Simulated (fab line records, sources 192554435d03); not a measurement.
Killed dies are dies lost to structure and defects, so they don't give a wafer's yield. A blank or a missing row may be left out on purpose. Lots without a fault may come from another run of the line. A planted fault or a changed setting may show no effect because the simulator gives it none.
Which tool did it? | flow n5_finfet | 10 lots, 29 wafers sampled, at 1 step of a route of 1938

WHAT THE GAUGES READ, wafer by wafer
N5_FIN_CUT_CD_MEAS_08: target cd 29.1 nm.
lot  | measured    | on        | cd_nm (nm)
L886 | day 2 11:04 | cd_sem-02 | 29.06 29.26 29.37
L887 | day 2 15:41 | cd_sem-02 | 29.06 29.70 29.30
L888 | day 2 21:29 | cd_sem-03 | 29.73 29.66 29.13
L890 | day 3 08:37 | cd_sem-02 | 29.08 28.89 29.03
L891 | day 3 14:50 | cd_sem-01 | 29.12 29.35 29.30
L892 | day 3 20:34 | cd_sem-02 | 28.97 29.34 28.72
L894 | day 4 09:01 | cd_sem-03 | 29.51 29.39
L903 | day 6 15:10 | cd_sem-02 | 29.04 29.05 29.04
L906 | day 7 12:49 | cd_sem-03 | 29.09 29.07 29.46
L908 | day 8 00:06 | cd_sem-03 | 29.13 29.08 29.11

WHICH TOOL RAN EACH LOT (tool, then ch and the chambers of the sampled wafers, then the start)
The record holds no process step before these readings.

THE ANSWER, worked out from the rows above alone
Rule: what is usual is taken from the lots themselves. Put in order of their means at a reading, lots are off if they are a third of the lots or fewer, leave a main group of 4 or more, and stand apart from it by a gap of 3 or more times the standard deviation of the main group's means; of several such gaps the widest counts. A main group whose means are all the same, to the digits that the tables above print for the reading, isn't used. A lot without any number at a reading at which 4 lots or more have one is off too. The other lots that the step has rows for count as sound.
No lot is off at any reading shown: from this, nothing can be told.

WHAT THE SIMULATOR HAD PUT IN
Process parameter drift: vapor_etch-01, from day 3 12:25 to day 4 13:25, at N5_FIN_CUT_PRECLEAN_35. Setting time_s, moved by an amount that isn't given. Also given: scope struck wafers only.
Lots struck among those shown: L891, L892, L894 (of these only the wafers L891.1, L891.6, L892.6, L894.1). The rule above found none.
